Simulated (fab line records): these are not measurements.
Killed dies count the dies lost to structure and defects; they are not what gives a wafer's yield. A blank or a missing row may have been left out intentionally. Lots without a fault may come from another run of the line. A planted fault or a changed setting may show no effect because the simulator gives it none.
2 desks looking at one fault	flow n5-finfet	what lay behind the numbers comes last; until then each desk has only its own

THE TOOL OWNER'S DESK: pvd-sputter-03
The tool's own readings at N5_BEOL_M14_SPUTTER_44 (material Ta, target thk 15 nm, time 24.19 s): means of the sampled wafers that have a number, for each lot that ran on this tool. A lot is out of limits, marked OUT, if its mean lies more than 4 standard deviations from the usual mean; the brackets give that distance.
Columns: A = cathode-dc-power-W at N5_BEOL_M14_SPUTTER_44, usual 15000 W; B = throttle-valve-pct at N5_BEOL_M14_SPUTTER_44, usual 30.3 %
lot	first seen here	A	B
L314	day 12 06:50	15000	31.0
L316	day 13 03:56	15001	29.8
L317	day 13 16:43	13734 (-99 or more) OUT	30.4
L330	day 16 16:01	14998	30.4
L336	day 19 20:05	15000	30.6
This desk's finding: out of limits on L317; first on L317, day 13 16:43 (cathode-dc-power-W at N5_BEOL_M14_SPUTTER_44). L314, L316, L330, L336: within limits.

THE DEFECT DESK
Counts from the inspections along the route, per lot, as means over the sampled wafers that have a number. A lot is out of limits, marked OUT, if its mean lies more than 4 standard deviations from the usual mean; the brackets give that distance.
Columns: A = raw-defect-count at N5_BEOL_M14_INSPECT_30, usual 2.0
lot	first seen here	A
L314	day 12 03:38	3.3
L315	day 12 07:07	1.3
L316	day 13 01:30	3.3
L317	day 13 12:10	1.3
L325	day 15 01:08	2.7
L329	day 15 12:47	3.7
L327	day 15 19:22	2.7
L330	day 16 09:46	0.7
L334	day 16 23:19	0.7
L336	day 19 14:08	2.0
Finding of this desk: none of the 10 lots has anything out of limits.

PUT TOGETHER
An alarm could have come from the tool owner's desk at day 13 16:43, on L317.
The defect desk saw nothing out of limits.
The defect desk has L317 on record, within its limits.
The lots listed all ran N5_BEOL_M14_SPUTTER_44 on pvd-sputter-03.

WHAT WAS PUT IN BY THE SIMULATOR
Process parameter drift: pvd-sputter-03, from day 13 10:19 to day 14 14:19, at N5_BEOL_M14_SPUTTER_44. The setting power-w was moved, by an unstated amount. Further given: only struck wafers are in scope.
Struck lots among those shown: L317.
How many hours passed from the start of the fault until each desk's first out-of-limits reading: the tool owner's desk, 6.
